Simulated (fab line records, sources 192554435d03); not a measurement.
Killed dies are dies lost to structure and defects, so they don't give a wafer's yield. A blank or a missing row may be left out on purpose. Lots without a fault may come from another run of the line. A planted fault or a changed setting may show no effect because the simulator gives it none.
Chamber matching | flow n5_finfet | N5_BEOL_M0_SAQP_SPACER1_ALD_98 on ald_sin-04: 4 sister chambers
The step deposits SiO2, target thk 12.8 nm, pulse time 1 s, purge time 2 s. 8 wafers are shown with their chamber, then 10 later ones without.

WAFERS WITH THEIR CHAMBER
wafer  | chamber | heater_power_w (W) | precursor_pulse_height_rel
L077.3 | 2       | 530                | 0.991
L080.4 | 1       | 453                | 0.987
L080.6 | 2       | 526                | 1.000
L082.2 | 1       | 462                | 0.999
L091.4 | 3       | 518                | 0.984
L091.6 | 0       | 553                | 0.994
L093.2 | 0       | 588                | 1.011
L093.3 | 3       | 515                | 0.983

WAFERS WITHOUT THEIR CHAMBER
wafer  | heater_power_w (W) | precursor_pulse_height_rel
L093.5 | 564                | 0.983
L094.1 | 477                | 0.975
L094.2 | 566                | 0.984
L094.3 | 467                | 0.986
L094.4 | 515                | 1.003
L094.5 | 477                | 1.022
L094.6 | 456                | 1.002
L095.1 | 469                | 1.011
L095.2 | 522                | 0.955
L095.5 | 471                | 0.993

WHICH CHAMBER EACH WENT THROUGH
wafer  | from the rows above          | in truth
L093.5 | can't be placed: 0 or 2 or 3 | 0
L094.1 | can't be placed: 1 or 3      | 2
L094.2 | can't be placed: 0 or 2 or 3 | 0
L094.3 | 1                            | 1
L094.4 | can't be placed: 2 or 3      | 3
L094.5 | can't be placed: 1 or 2 or 3 | 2
L094.6 | 1                            | 1
L095.1 | 1                            | 1
L095.2 | can't be placed: 3 or 2      | 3
L095.5 | 1                            | 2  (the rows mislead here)
Placed correctly: 3 of 10. Can't be placed from these rows: 6 (the true chamber is among the candidates in 5). Placed wrongly: 1.
How it was worked out, from the rows above alone: a wafer's distance from a chamber is the root of the sum, over the readings, of the square of ((its reading less the chamber's mean) divided by the reading's scatter). The wafer belongs to the nearest chamber; if the next one is less than 2 further off, it can't be placed. A chamber's mean is the mean of its shown wafers. The scatter: the root of (the sum of the squares of (reading less its chamber's mean) over the shown wafers, divided by (wafers less chambers)).
